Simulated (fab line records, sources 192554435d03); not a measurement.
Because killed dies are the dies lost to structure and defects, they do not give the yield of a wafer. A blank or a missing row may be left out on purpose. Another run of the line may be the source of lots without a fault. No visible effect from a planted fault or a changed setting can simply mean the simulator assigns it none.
fab line records ; flow n5Finfet ; part 2 of 2: steps 27 to 38 of 38
[record] lots = 5; wafers = 15; lastDay = 18
route steps=1938 shown BEOL_M12@1648 BEOL_M13@1659
lots that met no fault: taken from a fault-free run of the same line
startH: hours from the record's first day to the start of the lot's first wafer shown ; waitH: hours since the lot's step before ; " as in the row above ; L1.1+2: a row that stands for several wafers ; - no value present, or no start provided ; * or withheld: withheld ; < > ~ a bound
route shown NAME@n: NAME is a module with steps in the file, n the number in the route of the first one ; usual: average and standard deviation across the fault-free wafers ; same: alike in all rows ; chamber/n: place in a boat ; sites: each site's reading ; _std_site: their standard deviation ; _edge_site: mean of outer sites minus mean of inner sites ; radiusMm: for every site, how far away it sits from the centre of the wafer ; mask NAME#n: copy n ; behind: the tool/chamber that last shaped the wafer ; hold: why the lot was held/for how many hours/how that ended ; device: transistor that didn't switch, given as n, p or np ; end of line: the route-end tests of the same wafers ; step lacking rows: just its recipe ; killed: the dies lost at the first sort to structure and to defects; this is not the yield of the wafer ; map: dies across one wafer; x = killed, . = not, _ = none there
set.NAME: the run value of the setting; set.NAME@STEP: its run value at that earlier step ; model.NAME: the simulator's own value behind a step, which no gauge read
a table for each step, a row for each wafer; lots at some steps of the route
services: when a tool's chamber went out of use (startH, in hours from the record's first day, below 0 if earlier), for how many hours, and the reason
[[steps]]
[step N5_BEOL_M13_VIA_ETCH_16]
[recipe] chemistry = C4F8/O2/Ar; target = SiOC; pressureMtorr = 30; sourceW = 3000; biasW = 700; Ar_flow_sccm = 400; C4F8_flow_sccm = 15; O2_flow_sccm = 8; heInnerTorr = 15; heOuterTorr = 30; targetDepthA = 9217; timeS = withheld; ionEnergyEv = 250; ends = cleared
[usual] drypumpMotorCurrentA = 5.6/0.34; oesProductAu = 0.69/0.072; rfVppV = 665/3; showerheadPlenumPTorr = 3.39/0.11; throttleValvePct = 24.21/0.28
lot.wafer;tool;chamber;startH;waitH;drypumpMotorCurrentA;oesProductAu;rfVppV;showerheadPlenumPTorr;throttleValvePct
L076.2;rieDiel-06;2;235.74;0.0;5.9;0.63;669;3.52;24.27
L076.5;rieDiel-06;0;235.74;0.0;5.7;0.89;668;3.49;23.75
L076.6;rieDiel-06;3;235.74;0.0;5.2;0.67;669;3.54;24.02
L088.3;rieDiel-05;3;316.82;0.0;5.7;0.71;662;3.28;23.88
L088.5;rieDiel-05;3;316.82;0.0;5.6;0.71;664;3.28;23.87
L088.6;rieDiel-05;0;316.82;0.0;5.9;0.62;668;3.50;24.66
L091.2;rieDiel-05;0;324.65;0.0;6.0;0.62;668;3.50;24.67
L091.3;rieDiel-05;1;324.65;0.0;5.5;0.61;661;3.24;24.34
L091.6;rieDiel-05;0;324.65;0.0;6.0;0.61;667;3.50;24.67
L094.2;rieDiel-05;3;354.68;0.0;5.7;0.70;660;3.28;23.90
L094.3;rieDiel-05;2;354.68;0.0;5.1;0.74;666;3.44;24.17
L094.6;rieDiel-05;3;354.68;0.0;5.6;0.70;662;3.28;23.89
L097.2;rieDiel-05;2;387.02;0.0;5.1;0.72;666;3.43;24.18
L097.4;rieDiel-05;1;387.02;0.0;5.5;0.61;660;3.23;24.37
L097.6;rieDiel-05;2;387.02;0.0;5.1;0.72;667;3.43;24.17
[step N5_BEOL_M13_STRIP_63]
[recipe] chemistry = N2/H2; powerW = 1000; tempC = 250; h2Frac = 0.65; overashFraction = 0.3; pressureMtorr = 1000; n2FlowSccm = 1750; h2FlowSccm = 3250
[usual] drypumpMotorCurrentA = 5.86/0.14; heaterPowerW = 342/22; oesProductAu = 0.674/0.0051; stripTimeToEndpointS = 28.0/1
lot.wafer;tool;chamber;startH;waitH;drypumpMotorCurrentA;heaterPowerW;oesProductAu;rfHoursCounterH;stripTimeToEndpointS
L076.2;plasmaAsher-02;1;235.98;-;5.91;319;0.671;62;28.9
L076.5;plasmaAsher-02;1;235.98;-;5.92;324;0.674;-;27.4
L076.6;plasmaAsher-02;0;235.98;-;5.66;345;0.676;-;27.2
L088.3;plasmaAsher-01;0;317.08;-;5.99;326;0.676;-;26.9
L088.5;plasmaAsher-01;0;317.08;-;5.98;324;0.681;-;26.7
L088.6;plasmaAsher-01;1;317.08;-;5.98;382;0.674;-;27.4
L091.2;plasmaAsher-01;0;324.89;-;5.98;337;0.679;145;28.5
L091.3;plasmaAsher-01;0;324.89;-;5.98;328;0.673;-;27.8
L091.6;plasmaAsher-01;1;324.89;-;5.99;372;0.674;-;26.9
L094.2;plasmaAsher-02;0;354.92;-;5.67;345;0.677;87;29.0
L094.3;plasmaAsher-02;1;354.92;-;5.92;326;0.683;-;29.1
L094.6;plasmaAsher-02;1;354.92;-;5.91;318;0.671;-;27.7
L097.2;plasmaAsher-01;1;387.26;-;5.98;380;0.677;156;28.1
L097.4;plasmaAsher-01;0;387.26;-;5.97;332;0.670;-;27.0
L097.6;plasmaAsher-01;0;387.26;-;5.98;326;0.666;-;27.2
[step N5_BEOL_M13_STRIP_64]
[recipe] chemistry = N2/H2; powerW = 1000; tempC = 250; h2Frac = 0.65; overashFraction = 0.3; pressureMtorr = withheld; n2FlowSccm = 1750; h2FlowSccm = 3250
[usual] drypumpMotorCurrentA = 5.86/0.14; heaterPowerW = 342/22; oesProductAu = 0.714/0.0044; stripTimeToEndpointS = 31.29/0.091
lot.wafer;tool;chamber;startH;waitH;drypumpMotorCurrentA;heaterPowerW;oesProductAu;rfHoursCounterH;stripTimeToEndpointS
L076.2;plasmaAsher-02;1;236.04;0.0;5.90;320;0.712;63;31.10
L076.5;plasmaAsher-02;1;236.04;0.0;5.89;319;0.710;-;31.13
L076.6;plasmaAsher-02;0;236.04;0.0;5.62;350;0.709;-;31.21
L088.3;plasmaAsher-01;0;317.14;0.0;5.97;334;0.709;-;31.46
L088.5;plasmaAsher-01;0;317.14;0.0;5.98;327;0.713;-;31.39
L088.6;plasmaAsher-01;1;317.14;0.0;5.99;386;0.712;-;31.41
L091.2;plasmaAsher-01;0;324.95;0.0;5.99;334;0.712;145;31.30
L091.3;plasmaAsher-01;0;324.95;0.0;5.98;324;0.712;-;31.31
L091.6;plasmaAsher-01;1;324.95;0.0;5.96;386;0.710;-;31.34
L094.2;plasmaAsher-02;0;354.98;0.0;5.64;346;0.713;87;31.19
L094.3;plasmaAsher-02;1;354.98;0.0;5.92;321;0.716;-;31.19
L094.6;plasmaAsher-02;1;354.98;0.0;5.92;329;0.711;-;31.26
L097.2;plasmaAsher-01;1;387.32;0.0;5.95;375;0.710;156;31.15
L097.4;plasmaAsher-01;0;387.32;0.0;5.99;323;0.715;-;31.16
L097.6;plasmaAsher-01;0;387.32;0.0;5.99;336;0.717;-;31.20
[step N5_BEOL_M13_STRIP_71]
[recipe] chemistry = postEtchResidueRemover; timeS = 60; tempC = 25; removerPh = withheld; removerWaterWtPct = withheld; removerFluorideWtPct = withheld
lot.wafer;tool;chamber;startH;waitH
L076.2+5+6;wetBench-02;7,0,1;236.13;0.1
L088.3+5+6;wetBench-02;4,5,6;317.20;0.0
L091.2+3+6;wetBench-06;2,3,7;325.09;0.1
L094.2+3+6;wetBench-06;0,7,6;355.07;0.1
L097.2+4+6;wetBench-05;4,7,1;387.41;0.1
[step N5_BEOL_M13_SRD_72]
[recipe] timeS = 30; tempC = 23; rinseLiquid = diw; dry = n2Spin; spinRpm = 1500; dryTimeS = 30
[usual] doSupplyPpb = 9.99/0.11
lot.wafer;tool;chamber;startH;waitH;doSupplyPpb
L076.2;wetBench-02;7;236.14;0.0;10.04
L076.5;wetBench-02;0;236.14;0.0;9.97
L076.6;wetBench-02;1;236.14;0.0;10.11
L088.3;wetBench-02;4;317.22;0.0;10.13
L088.5;wetBench-02;5;317.22;0.0;10.08
L088.6;wetBench-02;6;317.22;0.0;9.96
L091.2;wetBench-06;2;325.11;0.0;9.90
L091.3;wetBench-06;3;325.11;0.0;10.09
L091.6;wetBench-06;7;325.11;0.0;10.00
L094.2;wetBench-06;0;355.14;0.0;10.19
L094.3;wetBench-06;7;355.14;0.0;9.86
L094.6;wetBench-06;6;355.14;0.0;10.16
L097.2;wetBench-05;4;387.43;0.0;9.98
L097.4;wetBench-05;7;387.43;0.0;10.12
L097.6;wetBench-05;1;387.43;0.0;10.06
[step N5_BEOL_M13_CD_MEAS_17]
[recipe] targetCdNm = 190; polarity = opening
[usual] cdNm = 190.4/1.2
lot.wafer;tool;chamber;startH;waitH;cdNm
L076.2;cdSem-01;-;236.19;0.0;190.4
L076.5;cdSem-01;-;236.19;0.0;189.7
L076.6;cdSem-01;-;236.19;0.0;188.8
L088.3;cdSem-02;-;317.27;0.0;190.5
L088.5;cdSem-02;-;317.27;0.0;190.8
L088.6;cdSem-02;-;317.27;0.0;190.4
L091.2;cdSem-02;-;325.15;0.0;191.4
L091.3;cdSem-02;-;325.15;0.0;191.7
L091.6;cdSem-02;-;325.15;0.0;191.7
L094.2;cdSem-03;-;355.24;0.0;190.9
L094.3;cdSem-03;-;355.24;0.0;191.5
L094.6;cdSem-03;-;355.24;0.0;190.8
L097.2;cdSem-02;-;387.47;0.0;191.1
L097.4;cdSem-02;-;387.47;0.0;191.3
L097.6;cdSem-02;-;387.47;0.0;189.9
[step N5_BEOL_M13_COAT_65]
[recipe] resist = SOC; tempC = 250; timeS = 60; spinRpm = 1500; resistThkNm = 350
lot.wafer;tool;chamber;startH;waitH
L076.2+5+6;lithoTrack-03;0;236.22;0.0
L088.3+5+6;lithoTrack-04;0;317.30;0.0
L091.2+3+6;lithoTrack-04;0;325.18;0.0
L094.2+3+6;lithoTrack-03;0;355.27;0.0
L097.2+4+6;lithoTrack-04;0;387.51;0.0
[step N5_BEOL_M13_COAT_66]
[recipe] resist = SiARC; tempC = 220; timeS = 60; spinRpm = 1500; resistThkNm = 110
lot.wafer;tool;chamber;startH;waitH
L076.2+5+6;lithoTrack-03;0;-;-
L088.3+5+6;lithoTrack-04;0;-;-
L091.2+3+6;lithoTrack-04;0;-;-
L094.2+3+6;lithoTrack-03;0;-;-
L097.2+4+6;lithoTrack-04;0;-;-
[step N5_BEOL_M13_COAT_22]
[recipe] spinRpm = 2888; resistThkNm = 300
lot.wafer;tool;chamber;startH;waitH
L076.2+5+6;lithoTrack-03;0;-;-
L088.3+5+6;lithoTrack-04;0;-;-
L091.2+3+6;lithoTrack-04;0;-;-
L094.2+3+6;lithoTrack-03;0;-;-
L097.2+4+6;lithoTrack-04;0;-;-
[step N5_BEOL_M13_EBR_24]
[recipe] solvent = PGMEA; ebrWidthMm = 1.5
lot.wafer;tool;chamber;startH;waitH
L076.2+5+6;lithoTrack-03;0;-;-
L088.3+5+6;lithoTrack-04;0;-;-
L091.2+3+6;lithoTrack-04;0;-;-
L094.2+3+6;lithoTrack-03;0;-;-
L097.2+4+6;lithoTrack-04;0;-;-
[step N5_BEOL_M13_SOFTBAKE_23]
[recipe] tempC = 130; timeS = 60
lot.wafer;tool;chamber;startH;waitH
L076.2+5+6;lithoTrack-03;0;-;-
L088.3+5+6;lithoTrack-04;0;-;-
L091.2+3+6;lithoTrack-04;0;-;-
L094.2+3+6;lithoTrack-03;0;-;-
L097.2+4+6;lithoTrack-04;0;-;-
[step N5_BEOL_M13_EXPOSE_25]
[recipe] maskId = M13; na = 0.93; sourceShape = conventional; sigmaOuter = 0.4; polarization = unpolarized; targetCdNm = 210; doseMj = 22
lot.wafer;tool;chamber;startH;waitH;mask
L076.2+5+6;krfScanner-01;0;236.47;-;M13#0
L088.3+5+6;krfScanner-01;0;317.55;-;M13#0
L091.2+3+6;krfScanner-02;0;325.43;-;M13#0
L094.2+3+6;krfScanner-01;0;355.39;-;M13#0
L097.2+4+6;krfScanner-02;0;387.63;-;M13#0
[[services]]
tool;chamber;startH;hours;kind
wetBench-06;-;225.81;7.8;repair
plasmaAsher-02;-;226.21;0.5;repair
krfScanner-02;-;231.30;1.0;pm
cmp-01;-;240.50;0.6;repair
krfScanner-01;-;240.86;0.3;repair
krfScanner-02;-;271.37;0.8;pm
ecdCu-02;-;277.46;1.5;repair
cmp-01;-;279.26;2.2;repair
pecvd-01;-;296.54;5.5;pm
krfScanner-01;-;304.80;1.3;pm
krfScanner-01;-;311.29;2.5;repair
rtpAnneal-02;-;316.06;5.5;repair
krfScanner-01;-;317.75;4.0;pm
wetBench-05;-;320.55;9.5;repair
cmp-01;-;325.82;5.9;pm
krfScanner-01;-;331.34;1.0;pm
pecvd-01;0;346.79;4.9;repair
pvdSputter-02;-;347.06;1.0;repair
krfScanner-02;-;351.77;1.3;pm
cmp-02;-;352.06;0.4;repair
krfScanner-01;-;359.31;0.8;pm
krfScanner-01;-;365.81;9.1;repair
wetBench-02;-;366.60;4.4;pm
rieDiel-05;1;370.95;7.8;repair
